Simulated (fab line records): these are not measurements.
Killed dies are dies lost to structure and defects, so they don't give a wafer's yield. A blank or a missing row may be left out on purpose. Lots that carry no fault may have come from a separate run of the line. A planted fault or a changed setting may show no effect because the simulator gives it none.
fab line records + flow n5Finfet + part 2 of 2: steps 27 to 32 of 32
record
- lots=5
- wafers=15
- lastDay=19
route steps=1938 shown SD_EPI_N@278 SD_EPI_P@295
lots untouched by any fault: they come from a run of this same line in which no faults occurred
startH: hours from the record's opening day to when the first of the lot's shown wafers began + waitH: how many hours have passed since the lot's step before this one + " same as the row above + L1.1+2: several wafers, shown together as one row + - no value present, or no start provided + * or withheld: withheld + < > ~ a bound
route shown NAME@n: NAME is a module with steps in the file, n the number in the route of the first one + usual: the fault-free wafers' mean and standard deviation + same: alike in all rows + chamber/n: place in a boat + sites: each site's reading + _std_site: their standard deviation + _edge_site: inner sites' mean taken away from outer sites' mean + radiusMm: for every site, how far away it sits from the centre of the wafer + mask NAME#n: copy n + behind: the tool/chamber that last shaped the wafer + hold: reason for holding the lot/hours on hold/outcome of the hold + device: names the non-switching transistor (n, p or np) + end of line: the route-end tests of the same wafers + a step with no rows: only its recipe + killed: count of dies lost to structure and defects at first sort (not the wafer's yield) + map: dies across one wafer; x = killed, . = not, _ = none there
set.NAME: the setting as run; set.NAME@STEP: as run at that earlier step + model.NAME: the simulator's own value behind a step, which no gauge read
lots at selected steps of the route; one table per step, one row per wafer
services: the hour from which a tool's chamber was out of use, counted from the record's first day as startH (under 0 if before that day), plus the number of hours and why
## steps
# step N5_SD_EPI_P_OVL_MEAS_10
# recipe
- pointsPerWafer=44
# usual
- SD_P_BLK_OVL=0.2/0.76
| lot.wafer | tool       | chamber | startH | waitH | SD_P_BLK_OVL[nm] |
|-----------|------------|---------|--------|-------|------------------|
| L076.1    | overlay-01 | 0       | 68.20  | 0.0   | -0.6             |
| L076.5    | "          | 0       | "      | "     | -0.6             |
| L076.6    | "          | 0       | "      | "     | 0.3              |
| L085.2    | overlay-02 | 0       | 121.19 | 0.0   | 0.3              |
| L085.4    | "          | 0       | "      | "     | 0.9              |
| L085.5    | "          | 0       | "      | "     | 0.7              |
| L091.1    | overlay-02 | 0       | 155.99 | 0.0   | 1.4              |
| L091.2    | "          | 0       | "      | "     | -0.2             |
| L091.4    | "          | 0       | "      | "     | 0.3              |
| L096.2    | overlay-02 | 0       | 186.00 | 0.0   | -0.3             |
| L096.3    | "          | 0       | "      | "     | 0.5              |
| L096.4    | "          | 0       | "      | "     | -0.4             |
| L097.1    | overlay-02 | 0       | 191.64 | 0.0   | 1.1              |
| L097.2    | "          | 0       | "      | "     | 0.0              |
| L097.3    | "          | 0       | "      | "     | 0.0              |
# step N5_SD_EPI_P_INSPECT_11
# recipe
- mode=adi
- inspectInstrument=macro
# usual
- rawDefectCount=2.0/1.4
| lot.wafer | tool             | chamber | startH | waitH | rawDefectCount |
|-----------|------------------|---------|--------|-------|----------------|
| L076.1    | defectInspect-02 | -       | 68.23  | 0.0   | 3              |
| L076.5    | "                | -       | "      | "     | 4              |
| L076.6    | "                | -       | "      | "     | 2              |
| L085.2    | defectInspect-01 | -       | 121.21 | 0.0   | 0              |
| L085.4    | "                | -       | "      | "     | 4              |
| L085.5    | "                | -       | "      | "     | 3              |
| L091.1    | defectInspect-02 | -       | 156.01 | 0.0   | 4              |
| L091.2    | "                | -       | "      | "     | 2              |
| L091.4    | "                | -       | "      | "     | 1              |
| L096.2    | defectInspect-02 | -       | 186.02 | 0.0   | 4              |
| L096.3    | "                | -       | "      | "     | 5              |
| L096.4    | "                | -       | "      | "     | 3              |
| L097.1    | defectInspect-02 | -       | 191.67 | 0.0   | 4              |
| L097.2    | "                | -       | "      | "     | 2              |
| L097.3    | "                | -       | "      | "     | 0              |
# step N5_SD_EPI_P_DESCUM_14
# recipe
- chemistry=O2
- timeS=7.9
- sourcePowerW=50
- biasPowerW=20
- pressureMtorr=20
- rfFrequencyHz=2.712e+07
- tempC=40
- resist=CAR-ArF-block
- o2FlowSccm=225
# usual
- drypumpMotorCurrentA=5.7/0.36
- oesProductAu=0.75/0.085
- rfVppV=243.2/1.3
- showerheadPlenumPTorr=2.10/0.062
- throttleValvePct=20.54/0.18
| lot.wafer | tool       | chamber | startH | waitH | drypumpMotorCurrentA | oesProductAu | rfHoursCounterH | rfVppV | showerheadPlenumPTorr | throttleValvePct |
|-----------|------------|---------|--------|-------|----------------------|--------------|-----------------|--------|-----------------------|------------------|
| L076.1    | rieDiel-02 | 0       | 68.33  | 0.1   | 6.3                  | 0.74         | 144             | 242.4  | 2.09                  | 20.30            |
| L076.5    | "          | 1       | "      | "     | 6.4                  | 0.75         | -               | 242.5  | 2.10                  | 20.30            |
| L076.6    | "          | 0       | "      | "     | 6.3                  | 0.75         | -               | 244.4  | 2.09                  | 20.32            |
| L085.2    | rieDiel-02 | 0       | 121.31 | 0.1   | 6.3                  | 0.73         | 165             | 242.7  | 2.08                  | 20.35            |
| L085.4    | "          | 1       | "      | "     | 6.4                  | 0.72         | 174             | 242.6  | 2.09                  | 20.33            |
| L085.5    | "          | 3       | "      | "     | 5.5                  | 0.94         | -               | 245.9  | 2.24                  | 20.30            |
| L091.1    | rieDiel-02 | 0       | 156.13 | 0.1   | 6.4                  | 0.71         | 176             | 244.3  | 2.08                  | 20.34            |
| L091.2    | "          | 3       | "      | "     | 5.5                  | 0.91         | 18              | 245.5  | 2.24                  | 20.32            |
| L091.4    | "          | 2       | "      | "     | 6.3                  | 0.87         | 28              | 244.3  | 2.16                  | 20.33            |
| L096.2    | rieDiel-02 | 2       | 186.06 | 0.0   | 6.4                  | 0.86         | 40              | 241.8  | 2.15                  | 20.35            |
| L096.3    | "          | 0       | "      | "     | 6.3                  | 0.71         | 187             | 243.2  | 2.07                  | 20.37            |
| L096.4    | "          | 3       | "      | "     | 5.5                  | 0.90         | 30              | 246.1  | 2.24                  | 20.34            |
| L097.1    | rieDiel-03 | 1       | 191.70 | 0.0   | 5.2                  | 0.95         | 7               | 244.0  | 2.13                  | 20.36            |
| L097.2    | "          | 2       | "      | "     | 5.7                  | 0.67         | 240             | 243.3  | 2.06                  | 20.81            |
| L097.3    | "          | 0       | "      | "     | 5.5                  | 0.72         | 178             | 240.7  | 2.00                  | 20.76            |
# step N5_SD_EPI_P_ETCH_36
# recipe
- chemistry=CF4
- target=SiARC
- targetDepthA=455
- maskMaterial=CAR-ArF-block
- timeS=75.8
- ionEnergyEv=80
- pressureMtorr=40
- sourceW=545
- biasW=36
- Ar_flow_sccm=100
- cf4FlowSccm=100
- ends=cleared
# usual
- drypumpMotorCurrentA=5.7/0.36
- etchRfOnTimeS=76.7/1.7
- oesProductAu=0.64/0.069
- rfVppV=183.9/1.1
- showerheadPlenumPTorr=2.15/0.06
- throttleValvePct=15.74/0.25
| lot.wafer | tool       | chamber | startH | waitH | drypumpMotorCurrentA | etchRfOnTimeS | oesProductAu | rfHoursCounterH | rfVppV | showerheadPlenumPTorr | throttleValvePct |
|-----------|------------|---------|--------|-------|----------------------|---------------|--------------|-----------------|--------|-----------------------|------------------|
| L076.1    | rieDiel-02 | 0       | 68.36  | 0.0   | 6.3                  | 73.8          | 0.66         | 144             | 184.8  | 2.13                  | 15.55            |
| L076.5    | "          | 1       | "      | "     | 6.4                  | 74.9          | 0.63         | -               | 183.9  | 2.14                  | 15.42            |
| L076.6    | "          | 0       | "      | "     | 6.3                  | 73.7          | 0.65         | -               | 183.7  | 2.13                  | 15.56            |
| L085.2    | rieDiel-02 | 0       | 121.35 | 0.0   | 6.3                  | 74.4          | 0.63         | 165             | 183.3  | 2.13                  | 15.60            |
| L085.4    | "          | 1       | "      | "     | 6.4                  | 75.5          | 0.62         | 174             | 183.2  | 2.14                  | 15.47            |
| L085.5    | "          | 3       | "      | "     | 5.5                  | 76.9          | 0.79         | -               | 186.0  | 2.28                  | 15.37            |
| L091.1    | rieDiel-02 | 0       | 156.16 | 0.0   | 6.3                  | 74.3          | 0.63         | 176             | 183.4  | 2.12                  | 15.64            |
| L091.2    | "          | 3       | "      | "     | 5.5                  | 76.1          | 0.77         | 18              | 185.0  | 2.27                  | 15.40            |
| L091.4    | "          | 2       | "      | "     | 6.3                  | 77.2          | 0.74         | 28              | 184.4  | 2.17                  | 15.28            |
| L096.2    | rieDiel-02 | 2       | 186.09 | 0.0   | 6.4                  | 76.0          | 0.73         | 40              | 184.3  | 2.17                  | 15.32            |
| L096.3    | "          | 0       | "      | "     | 6.3                  | 73.9          | 0.62         | 187             | 183.2  | 2.12                  | 15.64            |
| L096.4    | "          | 3       | "      | "     | 5.5                  | 76.5          | 0.74         | 30              | 184.4  | 2.27                  | 15.42            |
| L097.1    | rieDiel-03 | 1       | 191.74 | 0.0   | 5.2                  | 74.7          | 0.80         | 7               | 184.9  | 2.19                  | 15.58            |
| L097.2    | "          | 2       | "      | "     | 5.6                  | 77.4          | 0.59         | 240             | 182.5  | 2.13                  | 16.08            |
| L097.3    | "          | 0       | "      | "     | 5.5                  | 75.4          | 0.62         | 178             | 182.2  | 2.05                  | 15.91            |
# step N5_SD_EPI_P_ETCH_37
# recipe
- chemistry=N2/H2
- target=SOC
- overetchA=1080
- maskMaterial=SiARC
- tempC=40
- ionEnergyEv=100
- sourceW=3000
- biasW=133
- pressureMtorr=20
- timeS=486
- n2FlowSccm=200
- h2FlowSccm=200
- ends=endPoint
# usual
- drypumpMotorCurrentA=5.7/0.36
- oesProductAu=0.68/0.068
- rfVppV=240.7/1.2
- showerheadPlenumPTorr=2.54/0.074
- throttleValvePct=23.89/0.29
| lot.wafer | tool       | chamber | startH | waitH | drypumpMotorCurrentA | oesProductAu | rfHoursCounterH | rfVppV | showerheadPlenumPTorr | throttleValvePct |
|-----------|------------|---------|--------|-------|----------------------|--------------|-----------------|--------|-----------------------|------------------|
| L076.1    | rieDiel-02 | 0       | 68.42  | 0.0   | 6.3                  | 0.67         | 145             | 239.1  | 2.53                  | 23.51            |
| L076.5    | "          | 1       | "      | "     | 6.4                  | 0.66         | -               | 240.8  | 2.53                  | 23.60            |
| L076.6    | "          | 0       | "      | "     | 6.3                  | 0.67         | -               | 240.8  | 2.53                  | 23.51            |
| L085.2    | rieDiel-02 | 0       | 121.41 | 0.0   | 6.3                  | 0.65         | 165             | 241.4  | 2.52                  | 23.54            |
| L085.4    | "          | 1       | "      | "     | 6.4                  | 0.65         | 174             | 240.6  | 2.53                  | 23.63            |
| L085.5    | "          | 3       | "      | "     | 5.5                  | 0.83         | -               | 244.1  | 2.69                  | 23.56            |
| L091.1    | rieDiel-02 | 0       | 156.22 | 0.0   | 6.3                  | 0.65         | 176             | 240.7  | 2.52                  | 23.56            |
| L091.2    | "          | 3       | "      | "     | 5.6                  | 0.80         | 18              | 243.3  | 2.69                  | 23.56            |
| L091.4    | "          | 2       | "      | "     | 6.3                  | 0.79         | 28              | 241.5  | 2.58                  | 23.43            |
| L096.2    | rieDiel-02 | 2       | 186.15 | 0.0   | 6.3                  | 0.77         | 40              | 241.3  | 2.58                  | 23.44            |
| L096.3    | "          | 0       | "      | "     | 6.3                  | 0.64         | 188             | 240.8  | 2.51                  | 23.56            |
| L096.4    | "          | 3       | "      | "     | 5.6                  | 0.78         | 30              | 243.6  | 2.68                  | 23.55            |
| L097.1    | rieDiel-03 | 1       | 191.79 | 0.0   | 5.2                  | 0.84         | 7               | 240.7  | 2.59                  | 23.69            |
| L097.2    | "          | 2       | "      | "     | 5.7                  | 0.62         | 241             | 239.1  | 2.50                  | 24.32            |
| L097.3    | "          | 0       | "      | "     | 5.5                  | 0.65         | 178             | 239.5  | 2.43                  | 24.23            |
# step N5_SD_EPI_P_STRIP_38
# recipe
- chemistry=N2/H2
- tempC=40
- n2FlowSccm=200
- h2FlowSccm=200
- rfFrequencyHz=6e+07
| lot.wafer  | tool       | chamber | startH | waitH |
|------------|------------|---------|--------|-------|
| L076.1+5+6 | rieDiel-02 | 0,1,0   | 68.73  | 0.2   |
| L085.2+4+5 | rieDiel-02 | 0,1,3   | 121.72 | 0.2   |
| L091.1+2+4 | rieDiel-02 | 0,3,2   | 156.53 | 0.2   |
| L096.2+3+4 | rieDiel-02 | 2,0,3   | 186.46 | 0.2   |
| L097.1+2+3 | rieDiel-03 | 1,2,0   | 192.11 | 0.2   |
## services
| tool           | chamber | startH | hours | kind   |
|----------------|---------|--------|-------|--------|
| plasmaAsher-02 | -       | 43.08  | 24.0  | repair |
| rieSi-02       | 2       | 44.21  | 5.7   | repair |
| rieDiel-03     | -       | 50.19  | 2.2   | repair |
| rieSi-02       | 3       | 59.62  | 9.9   | repair |
| rieDiel-05     | 0       | 65.41  | 2.3   | repair |
| arfiScanner-01 | -       | 65.58  | 0.2   | repair |
| epiRpcvd-02    | -       | 72.38  | 2.8   | pm     |
| wetBench-04    | -       | 78.30  | 7.2   | repair |
| rieDiel-02     | 3       | 81.94  | 4.4   | repair |
| rieDiel-05     | 2       | 83.44  | 2.5   | repair |
| epiRpcvd-04    | -       | 102.98 | 0.5   | repair |
| rieDiel-05     | -       | 106.30 | 2.8   | pm     |
| rieDiel-02     | 0       | 117.33 | 3.4   | repair |
| rieDiel-06     | 1       | 121.89 | 3.9   | repair |
| arfiScanner-01 | -       | 123.90 | 1.3   | pm     |
| arfiScanner-01 | -       | 138.58 | 3.1   | pm     |
| arfiScanner-01 | -       | 147.91 | 0.8   | repair |
| epiRpcvd-04    | -       | 155.78 | 1.1   | repair |
| rieDiel-02     | 1       | 157.61 | 19.4  | repair |
| rieDiel-06     | 1       | 168.38 | 3.6   | repair |
| epiRpcvd-02    | -       | 169.92 | 8.1   | pm     |
| arfiScanner-01 | -       | 181.14 | 0.8   | pm     |
| arfiScanner-01 | -       | 187.00 | 1.0   | pm     |
| epiRpcvd-02    | -       | 190.15 | 1.9   | repair |
